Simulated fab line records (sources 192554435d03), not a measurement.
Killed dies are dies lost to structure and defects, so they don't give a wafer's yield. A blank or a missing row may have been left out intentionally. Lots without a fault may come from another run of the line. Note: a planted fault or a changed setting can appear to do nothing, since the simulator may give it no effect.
fab line records	flow n5-finfet
record lots=24	wafers=72	last-day=18
route steps=1938 shown BEOL_M6@1240 BEOL_M7@1264
lots that met no fault: taken from a fault-free run of the same line
start-h: hours from the record's first day to the start of the lot's first wafer shown	wait-h: hours since the lot's step before	" the same as in the row above	L1.1+2: a single row standing in for several wafers	- value missing, or start not given	* or withheld: withheld	< > ~ a bound
route shown NAME@n: NAME is a module with steps in the file, n the number in the route of the first one	usual: mean and standard deviation over wafers with no fault	same: alike in all rows	chamber/n: place in a boat	sites: the reading at each site	_std_site: their standard deviation	_edge_site: mean of outer sites minus mean of inner sites	radius-mm: for every site, how far away it sits from the centre of the wafer	mask NAME#n: copy n	behind: the last tool/chamber to shape the wafer	hold: the reason the lot was held/the length of the hold in hours/how it ended	device: the n, p or np transistor that did not switch	end of line: the route-end tests of the same wafers	step lacking rows: just its recipe	killed: at the first sort, the dies lost to defects and structure; wafer yield is something else	map: per-die view of a wafer (x killed, . not killed, _ where there is no die)
set.NAME: the setting as run; set.NAME@STEP: as run at that earlier step	model.NAME: the simulator's own value behind a step, which no gauge read
the route's steps for a sample of lots (tables are steps, rows are wafers)
services: when a tool's chamber went out of use (start-h, in hours from the record's first day, below 0 if earlier), for how many hours, and the reason
## steps
# step N5_BEOL_M6_ETCH_41
# recipe chemistry=CH3F/O2	target=SiCN	target-depth-a=297	taper-deg=2	time-s=52	ion-energy-ev=120	mask-material=TiN	pressure-mtorr=30	source-w=395	bias-w=75	Ar_flow_sccm=150	CH3F_flow_sccm=30	O2_flow_sccm=20
# usual drypump-motor-current-A=5.6/0.5	oes-product-au=0.78/0.092	rf-vpp-V=297.5/1.7	showerhead-plenum-p-Torr=2.01/0.083	throttle-valve-pct=16.22/0.27
lot.wafer	tool	chamber	start-h	wait-h	drypump-motor-current-A	oes-product-au	rf-hours-counter-h	rf-vpp-V	showerhead-plenum-p-Torr	throttle-valve-pct
L074.4	rie-diel-01	1	-	-	5.9	0.70	185	299.0	2.06	16.41
L074.5	"	2	"	"	5.6	0.91	-	299.4	2.13	15.89
L074.6	"	1	"	"	5.9	0.70	-	298.5	2.06	16.41
L076.2	rie-diel-01	2	-	-	5.6	0.93	21	300.8	2.13	15.91
L076.3	"	1	"	"	5.9	0.70	185	297.6	2.06	16.41
L076.4	"	0	"	"	6.0	0.69	215	298.3	2.06	16.40
L075.3	rie-diel-03	0	-	-	5.2	0.89	18	300.8	2.16	16.19
L075.4	"	0	"	"	5.2	0.88	-	301.0	2.16	16.17
L075.5	"	1	"	"	5.4	0.86	-	295.3	1.96	15.90
L077.3	rie-diel-01	2	-	-	5.5	0.90	26	299.6	2.13	15.90
L077.4	"	0	"	"	6.0	0.68	220	299.5	2.06	16.43
L077.5	"	3	"	"	5.7	0.89	-	297.2	1.95	15.88
L078.1	rie-diel-01	1	-	-	5.9	0.71	193	298.2	2.06	16.41
L078.2	"	3	"	"	5.7	0.88	19	296.5	1.95	15.87
L078.4	"	0	"	"	6.0	0.67	222	297.8	2.06	16.41
L080.1	rie-diel-05	2	-	-	6.2	0.69	208	296.8	1.91	16.61
L080.2	"	1	"	"	5.4	0.69	195	296.9	1.97	16.45
L080.5	"	0	"	"	5.2	0.68	-	297.0	1.98	16.18
L079.1	rie-diel-03	0	-	-	5.2	0.86	28	299.3	2.16	16.17
L079.3	"	2	"	"	4.7	0.97	7	296.9	1.96	15.87
L079.4	"	1	"	"	5.4	0.85	42	297.5	1.96	15.90
L081.2	rie-diel-01	0	-	-	6.0	0.67	227	299.0	2.05	16.42
L081.3	"	2	"	"	5.6	0.88	33	300.6	2.12	15.92
L081.6	"	2	"	"	5.5	0.90	-	301.7	2.12	15.92
L082.1	rie-diel-03	0	-	-	5.3	0.85	33	299.5	2.16	16.20
L082.4	"	2	"	"	4.7	0.95	13	296.3	1.95	15.88
L082.5	"	1	"	"	5.4	0.84	-	296.1	1.96	15.92
L083.3	rie-diel-03	2	-	-	4.7	0.94	13	295.7	1.95	15.89
L083.5	"	3	"	"	6.4	0.75	-	296.4	1.91	16.54
L083.6	"	0	"	"	5.2	0.86	-	300.8	2.16	16.21
L084.3	rie-diel-05	3	-	-	4.8	0.69	-	298.5	2.06	16.37
L084.4	"	1	"	"	5.4	0.69	-	296.5	1.97	16.46
L084.6	"	3	"	"	4.8	0.70	-	298.5	2.06	16.37
L085.1	rie-diel-03	2	-	-	4.7	0.94	18	296.7	1.95	15.89
L085.3	"	0	"	"	5.2	0.84	39	298.3	2.15	16.20
L085.5	"	0	"	"	5.2	0.84	-	299.3	2.15	16.22
L086.1	rie-diel-01	2	-	-	5.5	0.87	44	299.0	2.12	15.94
L086.2	"	3	"	"	5.7	0.85	38	297.1	1.95	15.92
L086.6	"	2	"	"	5.5	0.88	-	298.5	2.12	15.94
L087.1	rie-diel-05	0	-	-	5.2	0.67	212	297.2	1.98	16.21
L087.5	"	1	"	"	5.4	0.69	-	296.5	1.96	16.51
L087.6	"	2	"	"	6.2	0.68	-	295.7	1.90	16.66
L089.3	rie-diel-05	1	-	-	5.4	0.68	224	296.8	1.96	16.52
L089.5	"	2	"	"	6.2	0.68	-	296.9	1.90	16.68
L089.6	"	3	"	"	4.8	0.69	-	297.3	2.06	16.40
L088.1	rie-diel-03	2	-	-	4.7	0.90	33	297.6	1.95	15.90
L088.2	"	0	"	"	5.2	0.82	54	297.6	2.15	16.23
L088.5	"	3	"	"	6.4	0.72	-	296.6	1.90	16.60
L090.1	rie-diel-01	2	-	-	5.6	0.86	59	300.1	2.12	15.97
L090.4	"	1	"	"	5.9	0.67	-	299.5	2.04	16.50
L090.5	"	3	"	"	5.7	0.83	-	296.5	1.94	15.95
L091.2	rie-diel-01	3	-	-	5.7	0.82	52	297.2	1.94	15.95
L091.3	"	1	"	"	5.9	0.67	228	299.3	2.04	16.49
L091.5	"	2	"	"	5.5	0.87	-	299.2	2.12	15.96
L092.1	rie-diel-03	3	-	-	6.4	0.72	176	296.2	1.90	16.61
L092.4	"	2	"	"	4.7	0.89	36	297.1	1.95	15.93
L092.6	"	1	"	"	5.4	0.82	-	294.7	1.95	15.97
L093.1	rie-diel-05	3	-	-	4.8	0.68	235	298.0	2.05	16.39
L093.2	"	0	"	"	5.2	0.67	225	296.1	1.97	16.21
L093.6	"	1	"	"	5.4	0.67	-	295.0	1.96	16.52
L094.3	rie-diel-03	0	-	-	5.2	0.82	59	299.4	2.15	16.24
L094.4	"	2	"	"	4.7	0.88	39	296.8	1.95	15.92
L094.6	"	3	"	"	6.5	0.72	-	295.0	1.90	16.58
L095.1	rie-diel-03	2	-	-	4.7	0.88	41	297.0	1.94	15.95
L095.5	"	0	"	"	5.2	0.81	-	300.1	2.15	16.25
L095.6	"	3	"	"	6.5	0.71	-	295.8	1.90	16.60
L097.3	rie-diel-05	3	-	-	4.8	0.69	244	298.3	2.05	16.41
L097.4	"	0	"	"	5.2	0.66	-	296.3	1.97	16.24
L097.6	"	3	"	"	4.8	0.69	-	299.4	2.05	16.41
L096.1	rie-diel-01	0	-	-	6.0	0.93	12	297.6	2.04	16.05
L096.2	"	3	"	"	5.7	0.81	65	293.9	1.94	15.97
L096.4	"	0	"	"	6.0	0.93	-	298.2	2.04	16.05
# step N5_BEOL_M6_DEGAS_44
# recipe ambient=vacuum	temp-c=250	time-s=60
# usual heater-power-w=367/36
lot.wafer	tool	chamber	start-h	wait-h	heater-power-w
L074.4	pvd-sputter-01	-	194.39	0.6	375
L074.5	"	-	"	"	343
L074.6	"	-	"	"	414
L076.2	pvd-sputter-02	-	194.47	0.2	366
L076.3	"	-	"	"	409
L076.4	"	-	"	"	309
L075.3	pvd-sputter-01	-	194.71	0.4	433
L075.4	"	-	"	"	416
L075.5	"	-	"	"	421
L077.3	pvd-sputter-02	-	208.10	1.1	370
L077.4	"	-	"	"	399
L077.5	"	-	"	"	366
L078.1	pvd-sputter-03	-	213.14	0.4	341
L078.2	"	-	"	"	359
L078.4	"	-	"	"	392
L080.1	pvd-sputter-01	-	217.99	0.6	346
L080.2	"	-	"	"	422
L080.5	"	-	"	"	414
L079.1	pvd-sputter-01	-	221.68	0.3	342
L079.3	"	-	"	"	365
L079.4	"	-	"	"	408
L081.2	pvd-sputter-02	-	227.93	0.9	294
L081.3	"	-	"	"	368
L081.6	"	-	"	"	373
L082.1	pvd-sputter-03	-	240.56	0.5	343
L082.4	"	-	"	"	331
L082.5	"	-	"	"	407
L083.3	pvd-sputter-02	-	241.18	0.2	304
L083.5	"	-	"	"	297
L083.6	"	-	"	"	357
L084.3	pvd-sputter-02	-	245.89	1.4	408
L084.4	"	-	"	"	362
L084.6	"	-	"	"	410
L085.1	pvd-sputter-02	-	253.04	0.3	370
L085.3	"	-	"	"	411
L085.5	"	-	"	"	369
L086.1	pvd-sputter-02	-	266.60	1.0	401
L086.2	"	-	"	"	361
L086.6	"	-	"	"	368
L087.1	pvd-sputter-03	-	275.22	1.0	369
L087.5	"	-	"	"	335
L087.6	"	-	"	"	402
L089.3	pvd-sputter-01	-	293.83	0.2	414
L089.5	"	-	"	"	414
L089.6	"	-	"	"	411
L088.1	pvd-sputter-01	-	303.77	0.5	346
L088.2	"	-	"	"	357
L088.5	"	-	"	"	421
L090.1	pvd-sputter-03	-	307.42	0.4	379
L090.4	"	-	"	"	327
L090.5	"	-	"	"	333
L091.2	pvd-sputter-03	-	307.90	0.4	343
L091.3	"	-	"	"	401
L091.5	"	-	"	"	398
L092.1	pvd-sputter-01	-	311.17	0.5	354
L092.4	"	-	"	"	412
L092.6	"	-	"	"	403
L093.1	pvd-sputter-02	-	311.42	0.3	413
L093.2	"	-	"	"	357
L093.6	"	-	"	"	302
L094.3	pvd-sputter-02	-	319.46	0.2	297
L094.4	"	-	"	"	385
L094.6	"	-	"	"	360
L095.1	pvd-sputter-03	-	325.67	0.4	329
L095.5	"	-	"	"	370
L095.6	"	-	"	"	337
L097.3	pvd-sputter-03	-	337.34	0.3	363
L097.4	"	-	"	"	400
L097.6	"	-	"	"	372
L096.1	pvd-sputter-03	-	342.22	0.3	381
L096.2	"	-	"	"	322
L096.4	"	-	"	"	322
# step N5_BEOL_M6_ALD_77
# recipe material=TaN	target-thk-a=20	temp-c=275	ald-precursor-family=PDMAT	ald-co-reactant=NH3	pressure-torr=3	carrier-flow-sccm=1500	pulse-time-s=2	purge-time-s=3	co-reactant-purge-time-s=2	co-reactant-pulse-time-s=3	ald-cycles=40	precursor-vessel-temp-c=75	precursor-vessel-pressure-torr=26.25	precursor-vessel-carrier-sccm=1000
# usual heater-power-w=444/43
lot.wafer	tool	chamber	start-h	wait-h	heater-power-w	since-wet-clean-h
L074.4	ald-metal-01	3	194.49	0.0	414	6011
L074.5	"	1	"	"	437	-
L074.6	"	0	"	"	356	-
L076.2	ald-metal-02	1	194.59	0.1	497	2934
L076.3	"	2	"	"	485	2934
L076.4	"	3	"	"	432	2934
L075.3	ald-metal-02	1	194.85	0.1	501	2935
L075.4	"	0	"	"	453	2935
L075.5	"	3	"	"	435	-
L077.3	ald-metal-04	3	208.26	0.1	443	4487
L077.4	"	2	"	"	440	4487
L077.5	"	2	"	"	446	-
L078.1	ald-metal-02	1	213.32	0.1	490	2953
L078.2	"	0	"	"	458	2953
L078.4	"	2	"	"	489	2953
L080.1	ald-metal-02	0	218.09	0.0	469	2958
L080.2	"	1	"	"	498	2958
L080.5	"	1	"	"	480	-
L079.1	ald-metal-01	2	221.78	0.0	474	6039
L079.3	"	0	"	"	354	6039
L079.4	"	1	"	"	438	6039
L081.2	ald-metal-02	3	228.03	0.0	437	2968
L081.3	"	0	"	"	459	2968
L081.6	"	1	"	"	500	-
L082.1	ald-metal-04	1	240.83	0.2	423	4519
L082.4	"	3	"	"	442	4519
L082.5	"	3	"	"	452	-
L083.3	ald-metal-02	2	241.51	0.3	488	2981
L083.5	"	0	"	"	453	-
L083.6	"	1	"	"	502	-
L084.3	ald-metal-04	0	245.99	0.0	347	4524
L084.4	"	1	"	"	429	4524
L084.6	"	0	"	"	354	-
L085.1	ald-metal-04	3	253.14	0.0	435	4531
L085.3	"	1	"	"	414	4531
L085.5	"	2	"	"	446	-
L086.1	ald-metal-04	3	266.70	0.0	445	4545
L086.2	"	0	"	"	354	4545
L086.6	"	0	"	"	355	-
L087.1	ald-metal-01	1	275.33	0.0	443	6092
L087.5	"	1	"	"	443	-
L087.6	"	2	"	"	481	-
L089.3	ald-metal-02	0	293.99	0.1	454	3034
L089.5	"	0	"	"	449	-
L089.6	"	1	"	"	497	-
L088.1	ald-metal-02	2	303.87	0.0	486	3044
L088.2	"	1	"	"	486	3044
L088.5	"	0	"	"	454	-
L090.1	ald-metal-04	0	307.52	0.0	349	4586
L090.4	"	2	"	"	448	4586
L090.5	"	2	"	"	448	-
L091.2	ald-metal-04	0	308.06	0.1	347	4586
L091.3	"	1	"	"	419	4586
L091.5	"	0	"	"	351	-
L092.1	ald-metal-02	2	311.27	0.0	493	3051
L092.4	"	0	"	"	453	3051
L092.6	"	3	"	"	443	-
L093.1	ald-metal-04	2	311.52	0.0	434	4590
L093.2	"	0	"	"	359	4590
L093.6	"	3	"	"	449	-
L094.3	ald-metal-02	0	319.68	0.2	456	3059
L094.4	"	2	"	"	476	3059
L094.6	"	1	"	"	488	-
L095.1	ald-metal-01	2	325.77	0.0	483	6143
L095.5	"	2	"	"	473	-
L095.6	"	3	"	"	404	-
L097.3	ald-metal-02	2	337.49	0.1	495	3077
L097.4	"	3	"	"	428	3077
L097.6	"	1	"	"	504	-
L096.1	ald-metal-02	2	342.32	0.0	488	3082
L096.2	"	1	"	"	491	3082
L096.4	"	3	"	"	427	3082
# step N5_BEOL_M6_RS_MEAS_57
# recipe thk-meas-gauge=four-point-probe	reads=Cu_of_BEOL_M6_ECD_50+Co_of_BEOL_M6_CVD_78+TaN_of_BEOL_M6_ALD_77
# usual M6_RS=0.294/0.011
lot.wafer	tool	chamber	start-h	wait-h	M6_RS[ohm/sq]
L074.4	film-metro-02	-	196.32	0.0	0.297
L074.5	"	-	"	"	0.284
L074.6	"	-	"	"	0.281
L076.2	film-metro-02	-	196.98	0.1	0.295
L076.3	"	-	"	"	0.301
L076.4	"	-	"	"	0.307
L075.3	film-metro-02	-	197.61	0.1	0.296
L075.4	"	-	"	"	0.293
L075.5	"	-	"	"	0.293
L077.3	film-metro-01	-	209.96	0.1	0.277
L077.4	"	-	"	"	0.312
L077.5	"	-	"	"	0.299
L078.1	film-metro-02	-	216.30	0.1	0.280
L078.2	"	-	"	"	0.294
L078.4	"	-	"	"	0.284
L080.1	film-metro-01	-	219.82	0.1	0.286
L080.2	"	-	"	"	0.306
L080.5	"	-	"	"	0.311
L079.1	film-metro-01	-	223.98	0.1	0.291
L079.3	"	-	"	"	0.283
L079.4	"	-	"	"	0.283
L081.2	film-metro-01	-	229.51	0.1	0.308
L081.3	"	-	"	"	0.285
L081.6	"	-	"	"	0.285
L082.1	film-metro-01	-	244.12	0.1	0.301
L082.4	"	-	"	"	0.285
L082.5	"	-	"	"	0.282
L083.3	film-metro-01	-	244.66	0.1	0.289
L083.5	"	-	"	"	0.296
L083.6	"	-	"	"	0.299
L084.3	film-metro-01	-	247.75	0.1	0.294
L084.4	"	-	"	"	0.323
L084.6	"	-	"	"	0.294
L085.1	film-metro-02	-	254.94	0.1	0.288
L085.3	"	-	"	"	0.305
L085.5	"	-	"	"	0.300
L086.1	film-metro-01	-	272.36	0.1	0.275
L086.2	"	-	"	"	0.306
L086.6	"	-	"	"	0.282
L087.1	film-metro-01	-	281.06	0.1	0.314
L087.5	"	-	"	"	0.305
L087.6	"	-	"	"	0.286
L089.3	film-metro-01	-	298.61	0.1	0.302
L089.5	"	-	"	"	0.300
L089.6	"	-	"	"	0.295
L088.1	film-metro-02	-	305.87	0.1	0.303
L088.2	"	-	"	"	0.318
L088.5	"	-	"	"	0.297
L090.1	film-metro-01	-	312.48	0.1	0.277
L090.4	"	-	"	"	0.285
L090.5	"	-	"	"	0.294
L091.2	film-metro-02	-	313.01	0.1	0.293
L091.3	"	-	"	"	0.292
L091.5	"	-	"	"	0.274
L092.1	film-metro-02	-	313.84	0.1	0.287
L092.4	"	-	"	"	0.291
L092.6	"	-	"	"	0.273
L093.1	film-metro-02	-	314.73	0.1	0.292
L093.2	"	-	"	"	0.306
L093.6	"	-	"	"	0.301
L094.3	film-metro-01	-	321.81	0.1	0.301
L094.4	"	-	"	"	0.285
L094.6	"	-	"	"	0.293
L095.1	film-metro-02	-	327.70	0.1	0.290
L095.5	"	-	"	"	0.301
L095.6	"	-	"	"	0.302
L097.3	film-metro-01	-	339.29	0.1	0.292
L097.4	"	-	"	"	0.306
L097.6	"	-	"	"	0.281
L096.1	film-metro-01	-	343.89	0.1	0.291
L096.2	"	-	"	"	0.306
L096.4	"	-	"	"	0.275
# step N5_BEOL_M7_CURE_74
# recipe temp-c=385	time-s=240	ambient=He/Ar	material=SiCOH_lowk
# usual lamp-power-pct=52.31/0.046	wafer_temp_C_max=387.0/0.83
lot.wafer	tool	chamber	start-h	wait-h	lamp-power-pct	wafer_temp_C_max
L074.4	uv-cure-03	2	196.69	0.3	52.37	387.4
L074.5	"	2	"	"	52.27	387.6
L074.6	"	2	"	"	52.41	388.1
L076.2	uv-cure-02	0	197.19	0.1	52.29	389.1
L076.3	"	0	"	"	52.36	388.4
L076.4	"	0	"	"	52.29	387.3
L075.3	uv-cure-02	0	198.22	0.2	52.26	389.6
L075.4	"	0	"	"	52.29	388.0
L075.5	"	0	"	"	52.32	387.3
L077.3	uv-cure-02	2	210.24	0.2	52.31	386.4
L077.4	"	2	"	"	52.26	386.8
L077.5	"	2	"	"	52.38	385.7
L078.1	uv-cure-03	2	216.43	0.0	52.28	386.7
L078.2	"	2	"	"	52.35	387.1
L078.4	"	2	"	"	52.37	387.2
L080.1	uv-cure-03	1	219.95	0.0	52.31	386.2
L080.2	"	1	"	"	52.34	386.4
L080.5	"	1	"	"	52.31	386.0
L079.1	uv-cure-02	0	224.42	0.4	52.31	387.2
L079.3	"	0	"	"	52.30	388.1
L079.4	"	0	"	"	52.30	388.2
L081.2	uv-cure-03	1	229.71	0.1	52.24	386.0
L081.3	"	1	"	"	52.25	385.7
L081.6	"	1	"	"	52.29	386.0
L082.1	uv-cure-01	2	244.24	0.0	52.28	387.2
L082.4	"	2	"	"	52.33	387.3
L082.5	"	2	"	"	52.21	387.5
L083.3	uv-cure-03	0	244.95	0.2	52.22	387.6
L083.5	"	0	"	"	52.31	387.3
L083.6	"	0	"	"	52.28	387.9
L084.3	uv-cure-03	2	248.04	0.2	52.36	387.0
L084.4	"	2	"	"	52.38	387.8
L084.6	"	2	"	"	52.38	387.0
L085.1	uv-cure-01	1	255.07	0.0	52.23	387.4
L085.3	"	1	"	"	52.32	387.7
L085.5	"	1	"	"	52.30	386.8
L086.1	uv-cure-01	2	272.49	0.0	52.24	388.9
L086.2	"	2	"	"	52.32	388.6
L086.6	"	2	"	"	52.30	386.8
L087.1	uv-cure-03	1	281.21	0.1	52.36	385.9
L087.5	"	1	"	"	52.33	386.1
L087.6	"	1	"	"	52.23	386.0
L089.3	uv-cure-03	2	299.06	0.4	52.31	387.5
L089.5	"	2	"	"	52.27	387.1
L089.6	"	2	"	"	52.27	387.8
L088.1	uv-cure-02	1	306.02	0.1	52.36	386.2
L088.2	"	1	"	"	52.34	385.9
L088.5	"	1	"	"	52.26	386.1
L090.1	uv-cure-03	1	312.61	0.0	52.31	386.3
L090.4	"	1	"	"	52.22	386.0
L090.5	"	1	"	"	52.34	386.4
L091.2	uv-cure-01	0	313.22	0.1	52.27	386.4
L091.3	"	0	"	"	52.34	386.4
L091.5	"	0	"	"	52.39	386.1
L092.1	uv-cure-01	2	313.99	0.1	52.32	387.0
L092.4	"	2	"	"	52.31	386.6
L092.6	"	2	"	"	52.35	386.9
L093.1	uv-cure-02	0	314.86	0.0	52.34	388.1
L093.2	"	0	"	"	52.28	388.4
L093.6	"	0	"	"	52.34	387.1
L094.3	uv-cure-01	0	322.32	0.4	52.27	386.0
L094.4	"	0	"	"	52.32	386.3
L094.6	"	0	"	"	52.34	386.3
L095.1	uv-cure-03	2	327.85	0.1	52.33	387.8
L095.5	"	2	"	"	52.37	387.2
L095.6	"	2	"	"	52.34	387.8
L097.3	uv-cure-01	0	339.58	0.2	52.33	386.0
L097.4	"	0	"	"	52.32	386.0
L097.6	"	0	"	"	52.29	386.0
L096.1	uv-cure-03	0	344.06	0.1	52.28	387.4
L096.2	"	0	"	"	52.32	387.0
L096.4	"	0	"	"	52.28	387.1
# step N5_BEOL_M7_OVL_MEAS_12
# recipe points-per-wafer=44
# usual M7_OVL=0.5/0.69
lot.wafer	tool	chamber	start-h	wait-h	M7_OVL[nm]
L074.4	overlay-02	0	199.75	0.0	-1.1
L074.5	"	0	"	"	-0.6
L074.6	"	0	"	"	-0.7
L076.2	overlay-02	0	199.92	0.0	-0.4
L076.3	"	0	"	"	1.0
L076.4	"	0	"	"	0.0
L075.3	overlay-01	0	200.51	0.0	-0.2
L075.4	"	0	"	"	1.2
L075.5	"	0	"	"	-0.5
L077.3	overlay-02	0	212.79	0.0	0.6
L077.4	"	0	"	"	0.3
L077.5	"	0	"	"	1.2
L078.1	overlay-02	0	218.44	0.0	0.4
L078.2	"	0	"	"	1.5
L078.4	"	0	"	"	1.1
L080.1	overlay-02	0	221.86	0.0	0.7
L080.2	"	0	"	"	0.7
L080.5	"	0	"	"	0.8
L079.1	overlay-02	0	226.29	0.0	-0.1
L079.3	"	0	"	"	0.4
L079.4	"	0	"	"	0.5
L081.2	overlay-02	0	230.74	0.0	0.2
L081.3	"	0	"	"	0.4
L081.6	"	0	"	"	0.6
L082.1	overlay-02	0	246.68	0.0	0.4
L082.4	"	0	"	"	-0.2
L082.5	"	0	"	"	0.7
L083.3	overlay-02	0	246.79	0.0	0.8
L083.5	"	0	"	"	1.2
L083.6	"	0	"	"	0.0
L084.3	overlay-02	0	250.31	0.0	0.7
L084.4	"	0	"	"	0.3
L084.6	"	0	"	"	0.6
L085.1	overlay-01	0	256.37	0.0	0.1
L085.3	"	0	"	"	-0.2
L085.5	"	0	"	"	-0.5
L086.1	overlay-01	0	274.36	0.0	0.8
L086.2	"	0	"	"	1.2
L086.6	"	0	"	"	0.3
L087.1	overlay-01	0	283.63	0.0	1.4
L087.5	"	0	"	"	0.9
L087.6	"	0	"	"	1.1
L089.3	overlay-01	0	303.78	0.0	1.0
L089.5	"	0	"	"	0.3
L089.6	"	0	"	"	0.9
L088.1	overlay-01	0	307.67	0.0	1.1
L088.2	"	0	"	"	-0.7
L088.5	"	0	"	"	0.5
L090.1	overlay-01	0	314.50	0.0	0.8
L090.4	"	0	"	"	-0.4
L090.5	"	0	"	"	0.3
L091.2	overlay-01	0	314.85	0.0	2.1
L091.3	"	0	"	"	2.2
L091.5	"	0	"	"	0.9
L092.1	overlay-01	0	315.29	0.0	1.8
L092.4	"	0	"	"	2.0
L092.6	"	0	"	"	1.5
L093.1	overlay-02	0	317.47	0.0	-0.1
L093.2	"	0	"	"	-0.1
L093.6	"	0	"	"	1.1
L094.3	overlay-02	0	325.15	0.0	1.0
L094.4	"	0	"	"	0.5
L094.6	"	0	"	"	0.8
L095.1	overlay-01	0	329.86	0.0	-0.3
L095.5	"	0	"	"	0.3
L095.6	"	0	"	"	-1.1
L097.3	overlay-02	0	341.10	0.0	0.6
L097.4	"	0	"	"	1.3
L097.6	"	0	"	"	1.2
L096.1	overlay-01	0	345.91	0.0	0.6
L096.2	"	0	"	"	-0.2
L096.4	"	0	"	"	-0.1
## services
tool	chamber	start-h	hours	kind
pvd-sputter-01	-	176.49	2.6	repair
uv-cure-02	-	183.19	11.1	repair
ald-metal-01	-	183.28	2.8	pm
ald-metal-04	-	188.31	8.7	pm
uv-cure-03	-	207.59	1.0	pm
rie-diel-05	3	226.98	4.9	repair
rie-diel-01	2	234.02	5.6	repair
pvd-sputter-01	-	234.69	2.1	repair
rie-diel-05	2	241.81	11.7	repair
uv-cure-01	-	247.24	3.4	pm
uv-cure-01	-	251.83	0.3	repair
pvd-sputter-01	-	256.70	7.0	repair
uv-cure-02	-	259.52	7.5	pm
rie-diel-05	1	284.48	2.8	repair
ald-metal-02	3	284.62	23.8	repair
ald-metal-04	3	288.22	10.4	repair
ald-metal-02	-	299.02	0.4	repair
ald-metal-02	-	304.15	1.0	repair
ald-metal-02	1	320.79	2.7	repair
uv-cure-02	-	323.28	1.0	pm
ald-metal-04	-	323.61	1.4	repair
rie-diel-01	1	330.90	18.3	repair
rie-diel-05	1	334.52	2.8	repair
pvd-sputter-01	-	340.25	1.8	repair
## key
fault none
